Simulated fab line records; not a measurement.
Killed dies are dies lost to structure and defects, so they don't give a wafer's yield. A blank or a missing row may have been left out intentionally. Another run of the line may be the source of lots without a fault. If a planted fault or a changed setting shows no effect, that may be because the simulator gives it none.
Matching of chambers    flow n5-finfet    N5_BEOL_M0_SAQP_PECVD_04 on pecvd-02: 3 sister chambers
The step deposits a-Si from SiH4/He, target thk 60 nm, time 60.2 s. 16 wafers are shown with their chamber, then 8 later ones without.

## WAFERS WITH THEIR CHAMBER
wafer   chamber  showerhead-plenum-p-Torr (Torr)  throttle-valve-pct (%)  heater-power-w (W)
L079.4  0        5.65                             17.8                    540
L079.5  2        5.71                             17.5                    579
L079.6  1        5.69                             16.6                    631
L087.3  1        5.68                             16.5                    548
L087.5  2        5.72                             17.7                    582
L087.6  0        5.62                             17.7                    560
L090.2  1        5.67                             16.7                    663
L090.3  0        5.63                             17.5                    561
L090.6  2        5.73                             17.9                    555
L092.1  0        5.63                             17.5                    512
L092.3  2        5.71                             17.2                    590
L092.6  0        5.63                             17.7                    519
L093.1  2        5.71                             17.4                    591
L093.3  0        5.63                             18.0                    573
L093.6  1        5.67                             16.8                    653
L094.2  1        5.67                             16.7                    659

SIGNATURES, as means of the wafers listed above
reading                   chamber 0  chamber 1  chamber 2  scatter within a chamber
showerhead-plenum-p-Torr  5.6317     5.6760     5.7160     0.0093
throttle-valve-pct        17.700     16.660     17.540     0.201
heater-power-w            544.17     630.80     579.40     31.7
Rule: for each reading, subtract the chamber's mean from the wafer's reading, divide by that reading's scatter and square the result; add these up over the readings and take the root, which gives the wafer's distance from the chamber. The wafer belongs to the nearest chamber; if the next one is less than 2 further off, it can't be placed. The scatter: take each reading less its chamber's mean, square it, sum over the shown wafers, divide by the number of wafers less the number of chambers, and take the root.

## WAFERS WITHOUT THEIR CHAMBER
wafer   showerhead-plenum-p-Torr (Torr)  throttle-valve-pct (%)  heater-power-w (W)
L094.3  5.62                             17.9                    561
L094.6  5.67                             16.8                    661
L096.1  5.71                             18.0                    588
L096.3  5.67                             16.6                    664
L096.4  5.67                             16.6                    675
L097.1  5.64                             17.5                    536
L097.2  5.67                             16.6                    631
L097.5  5.63                             17.7                    544

## CHAMBER TAKEN BY EACH
wafer   from the rows above  in truth
L094.3  0                    0
L094.6  1                    1
L096.1  2                    2
L096.3  1                    1
L096.4  1                    1
L097.1  0                    0
L097.2  1                    1
L097.5  0                    0
Correctly placed: 8 of 8. Not placeable from these rows: 0. 0 placed wrongly.
